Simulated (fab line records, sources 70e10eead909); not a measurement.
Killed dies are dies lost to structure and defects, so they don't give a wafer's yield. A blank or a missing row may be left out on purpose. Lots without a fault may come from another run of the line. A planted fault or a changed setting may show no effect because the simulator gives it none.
Chamber matching | flow nand_harc | NHARC_P_GATE_ALD_36 on ald_sin-01: 4 sister chambers
The step deposits SiNx, target thk 20 nm, pulse time 60 s, ald cycles 223. 8 wafers are shown with their chamber, then 9 later ones without.

WAFERS WITH THEIR CHAMBER
wafer  | chamber | heater_power_w (W) | precursor_pulse_height_rel
L081.4 | 3       | 813                | 0.969
L084.1 | 2       | 761                | 1.029
L084.6 | 3       | 794                | 1.026
L084.5 | 0       | 886                | 1.003
L087.2 | 2       | 792                | 1.050
L090.4 | 1       | 766                | 1.012
L090.1 | 0       | 850                | 1.014
L090.6 | 1       | 762                | 1.000

WAFERS WITHOUT THEIR CHAMBER
wafer  | heater_power_w (W) | precursor_pulse_height_rel
L092.2 | 771                | 0.966
L092.4 | 862                | 1.030
L092.6 | 793                | 0.994
L094.1 | 853                | 0.956
L094.4 | 763                | 0.998
L094.5 | 769                | 0.986
L096.2 | 870                | 0.993
L096.4 | 768                | 1.000
L096.6 | 857                | 1.003

WHICH CHAMBER EACH WENT THROUGH
wafer  | from the rows above          | in truth
L092.2 | can't be placed: 1 or 3 or 2 | 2
L092.4 | 0                            | 0
L092.6 | can't be placed: 3 or 1 or 2 | 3
L094.1 | can't be placed: 0 or 3      | 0
L094.4 | can't be placed: 1 or 2 or 3 | 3
L094.5 | can't be placed: 1 or 3 or 2 | 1
L096.2 | 0                            | 0
L096.4 | can't be placed: 1 or 2 or 3 | 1
L096.6 | 0                            | 0
Placed correctly: 3 of 9. Can't be placed from these rows: 6 (the true chamber is among the candidates in 6). Placed wrongly: 0.
How it was worked out, from the rows above alone: a wafer's distance from a chamber is the root of the sum, over the readings, of the square of ((its reading less the chamber's mean) divided by the reading's scatter). The wafer belongs to the nearest chamber; if the next one is less than 2 further off, it can't be placed. A chamber's mean is the mean of its shown wafers. The scatter: the root of (the sum of the squares of (reading less its chamber's mean) over the shown wafers, divided by (wafers less chambers)).
